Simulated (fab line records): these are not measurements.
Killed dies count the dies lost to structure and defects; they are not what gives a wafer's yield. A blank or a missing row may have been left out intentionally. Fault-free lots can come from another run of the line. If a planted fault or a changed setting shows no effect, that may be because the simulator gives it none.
Chamber matching / flow nand harc / NHARC_A_STAIRCASE_ALD_420 on ald hk-04 has 4 sister chambers
The step deposits SiO2, target thk 20 nm, pulse time 6 s, ald cycles 200. 4 wafers are shown with their chamber, then 10 later ones without.

## WAFERS PAIRED WITH THEIR CHAMBERS
wafer=L079.4; chamber=0; heater power w (W)=440
wafer=L082.6; chamber=3; heater power w (W)=438
wafer=L089.3; chamber=1; heater power w (W)=476
wafer=L089.4; chamber=2; heater power w (W)=484

## WAFERS WITH NO CHAMBER GIVEN
wafer=L089.6; heater power w (W)=448
wafer=L095.2; heater power w (W)=483
wafer=L095.5; heater power w (W)=437
wafer=L095.6; heater power w (W)=417
wafer=L096.1; heater power w (W)=451
wafer=L096.3; heater power w (W)=507
wafer=L096.5; heater power w (W)=516
wafer=L097.1; heater power w (W)=476
wafer=L097.5; heater power w (W)=407
wafer=L097.6; heater power w (W)=498

## WHICH CHAMBER EACH ONE RAN IN
wafer=L089.6; from the rows above=can't be placed: 0 or 3 or 1 or 2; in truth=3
wafer=L095.2; from the rows above=can't be placed: 2 or 1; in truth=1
wafer=L095.5; from the rows above=can't be placed: 3 or 0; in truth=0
wafer=L095.6; from the rows above=can't be placed: 3 or 0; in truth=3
wafer=L096.1; from the rows above=can't be placed: 0 or 3 or 1 or 2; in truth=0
wafer=L096.3; from the rows above=can't be placed: 2 or 1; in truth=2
wafer=L096.5; from the rows above=can't be placed: 2 or 1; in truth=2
wafer=L097.1; from the rows above=can't be placed: 1 or 2 or 0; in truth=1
wafer=L097.5; from the rows above=can't be placed: 3 or 0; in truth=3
wafer=L097.6; from the rows above=can't be placed: 2 or 1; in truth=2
Correctly placed: 0 of 10. Not placeable from these rows: 10 (in 10, the candidates include the true chamber). Number placed wrongly: 0.
How it was worked out, from the rows above alone: a wafer's distance from a chamber is the root of the sum, over the readings, of the square of ((its reading less the chamber's mean) divided by the reading's scatter). The wafer belongs to the nearest chamber; if the next one is less than 2 further off, it can't be placed. For every chamber, the mean is computed from those of its wafers that are shown. The scatter (one wafer shown for each chamber): square how far every hidden wafer sits from the nearest shown wafer, average those squares and take the square root.
